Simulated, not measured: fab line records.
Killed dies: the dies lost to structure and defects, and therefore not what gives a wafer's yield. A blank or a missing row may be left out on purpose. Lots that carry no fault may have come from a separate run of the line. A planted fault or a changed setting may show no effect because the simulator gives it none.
Chamber matching    flow n5_finfet    N5_BEOL_M3_DEP_57 on pecvd-04: 3 sister chambers
The step deposits SiCN from 3MS/NH3, target thk 8 nm, time 14 s. 3 wafers are shown with their chamber, then 11 later ones without.

== EACH WAFER AND ITS CHAMBER ==
wafer   chamber  throttle_valve_pct (%)
L085.3  1        9.4
L085.6  2        8.4
L091.2  0        8.6

== WAFERS WHOSE CHAMBER IS MISSING ==
wafer   throttle_valve_pct (%)
L091.3  9.0
L091.4  9.7
L094.2  8.4
L094.5  8.7
L094.6  8.6
L093.2  8.8
L093.4  8.7
L093.6  9.4
L095.1  8.4
L095.3  9.7
L095.4  9.1

== WHICH CHAMBER EACH ONE RAN IN ==
wafer   from the rows above           in truth
L091.3  can't be placed: 0 or 1 or 2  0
L091.4  1                             1
L094.2  can't be placed: 2 or 0       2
L094.5  can't be placed: 0 or 2       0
L094.6  can't be placed: 0 or 2       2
L093.2  can't be placed: 0 or 2 or 1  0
L093.4  can't be placed: 0 or 2       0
L093.6  1                             1
L095.1  can't be placed: 2 or 0       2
L095.3  1                             1
L095.4  can't be placed: 1 or 0 or 2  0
Placed correctly: 3 of 11. Cannot be placed on the basis of these rows: 8; the candidates contain the true chamber in 8. Wrongly placed: 0.
How it was worked out, from the rows above alone: a wafer's distance from a chamber is the root of the sum, over the readings, of the square of ((its reading less the chamber's mean) divided by the reading's scatter). If the next closest chamber is less than 2 further off than the closest, the wafer can't be placed; otherwise it belongs to the closest. A chamber's mean is the mean of its shown wafers. The scatter (one wafer shown for each chamber): square how far every hidden wafer sits from the nearest shown wafer, average those squares and take the square root.
